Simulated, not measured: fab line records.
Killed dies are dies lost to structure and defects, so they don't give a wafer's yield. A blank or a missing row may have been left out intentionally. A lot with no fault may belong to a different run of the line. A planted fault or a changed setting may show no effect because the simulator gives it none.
Matching of chambers / flow nand_harc / NHARC_A_BONDPAD_DESCUM_11 on rie_diel-10 has 4 sister chambers
The step chemistry O2, time 3 s. 18 wafers are shown with their chamber, then 8 later ones without.

EACH WAFER AND ITS CHAMBER
wafer=L702.2; chamber=0; drypump_motor_current_A (A)=6.4; oes_product_au (a.u.)=0.991; throttle_valve_pct (%)=11.334
wafer=L702.4; chamber=2; drypump_motor_current_A (A)=6.1; oes_product_au (a.u.)=0.989; throttle_valve_pct (%)=11.326
wafer=L702.6; chamber=0; drypump_motor_current_A (A)=6.4; oes_product_au (a.u.)=0.988; throttle_valve_pct (%)=11.330
wafer=L704.1; chamber=3; drypump_motor_current_A (A)=5.6; oes_product_au (a.u.)=1.008; throttle_valve_pct (%)=11.305
wafer=L704.4; chamber=0; drypump_motor_current_A (A)=6.4; oes_product_au (a.u.)=1.001; throttle_valve_pct (%)=11.314
wafer=L704.5; chamber=3; drypump_motor_current_A (A)=5.6; oes_product_au (a.u.)=1.005; throttle_valve_pct (%)=11.319
wafer=L703.1; chamber=3; drypump_motor_current_A (A)=5.6; oes_product_au (a.u.)=1.002; throttle_valve_pct (%)=11.307
wafer=L703.3; chamber=2; drypump_motor_current_A (A)=6.1; oes_product_au (a.u.)=1.009; throttle_valve_pct (%)=11.312
wafer=L703.5; chamber=0; drypump_motor_current_A (A)=6.4; oes_product_au (a.u.)=1.004; throttle_valve_pct (%)=11.308
wafer=L706.1; chamber=3; drypump_motor_current_A (A)=5.6; oes_product_au (a.u.)=1.004; throttle_valve_pct (%)=11.309
wafer=L706.4; chamber=0; drypump_motor_current_A (A)=6.5; oes_product_au (a.u.)=0.997; throttle_valve_pct (%)=11.315
wafer=L706.6; chamber=2; drypump_motor_current_A (A)=6.1; oes_product_au (a.u.)=1.001; throttle_valve_pct (%)=11.304
wafer=L707.1; chamber=0; drypump_motor_current_A (A)=6.4; oes_product_au (a.u.)=1.000; throttle_valve_pct (%)=11.322
wafer=L707.4; chamber=3; drypump_motor_current_A (A)=5.6; oes_product_au (a.u.)=0.996; throttle_valve_pct (%)=11.304
wafer=L707.6; chamber=2; drypump_motor_current_A (A)=6.1; oes_product_au (a.u.)=0.987; throttle_valve_pct (%)=11.312
wafer=L708.1; chamber=2; drypump_motor_current_A (A)=6.1; oes_product_au (a.u.)=0.998; throttle_valve_pct (%)=11.303
wafer=L708.5; chamber=1; drypump_motor_current_A (A)=4.8; oes_product_au (a.u.)=0.986; throttle_valve_pct (%)=11.300
wafer=L708.6; chamber=0; drypump_motor_current_A (A)=6.4; oes_product_au (a.u.)=0.993; throttle_valve_pct (%)=11.300

SIGNATURES (averages over the wafers above)
reading=drypump_motor_current_A; chamber 0=6.414; chamber 1=4.800; chamber 2=6.100; chamber 3=5.600; scatter within a chamber=0.0247
reading=oes_product_au; chamber 0=0.99629; chamber 1=0.98600; chamber 2=0.99680; chamber 3=1.00300; scatter within a chamber=0.00659
reading=throttle_valve_pct; chamber 0=11.31757; chamber 1=11.30000; chamber 2=11.31140; chamber 3=11.30880; scatter within a chamber=0.00981
Rule: for each reading, subtract the chamber's mean from the wafer's reading, divide by that reading's scatter and square the result; add these up over the readings and take the root, which gives the wafer's distance from the chamber. If the next closest chamber is less than 2 further off than the closest, the wafer can't be placed; otherwise it belongs to the closest. The scatter: take each reading less its chamber's mean, square it, sum over the shown wafers, divide by the number of wafers less the number of chambers, and take the root.

WAFERS WHOSE CHAMBER IS MISSING
wafer=L714.1; drypump_motor_current_A (A)=4.8; oes_product_au (a.u.)=0.996; throttle_valve_pct (%)=11.303
wafer=L714.2; drypump_motor_current_A (A)=6.5; oes_product_au (a.u.)=1.004; throttle_valve_pct (%)=11.314
wafer=L718.1; drypump_motor_current_A (A)=4.8; oes_product_au (a.u.)=1.012; throttle_valve_pct (%)=11.310
wafer=L718.3; drypump_motor_current_A (A)=6.5; oes_product_au (a.u.)=1.006; throttle_valve_pct (%)=11.333
wafer=L718.4; drypump_motor_current_A (A)=6.1; oes_product_au (a.u.)=0.999; throttle_valve_pct (%)=11.312
wafer=L720.2; drypump_motor_current_A (A)=4.8; oes_product_au (a.u.)=1.001; throttle_valve_pct (%)=11.304
wafer=L720.5; drypump_motor_current_A (A)=4.8; oes_product_au (a.u.)=1.005; throttle_valve_pct (%)=11.317
wafer=L720.6; drypump_motor_current_A (A)=6.1; oes_product_au (a.u.)=1.008; throttle_valve_pct (%)=11.296

CHAMBER TAKEN BY EACH
wafer=L714.1; from the rows above=1; in truth=1
wafer=L714.2; from the rows above=0; in truth=0
wafer=L718.1; from the rows above=1; in truth=1
wafer=L718.3; from the rows above=0; in truth=0
wafer=L718.4; from the rows above=2; in truth=2
wafer=L720.2; from the rows above=1; in truth=1
wafer=L720.5; from the rows above=1; in truth=1
wafer=L720.6; from the rows above=2; in truth=2
8 of 8 placed correctly. Number that these rows cannot place: 0. 0 placed wrongly.
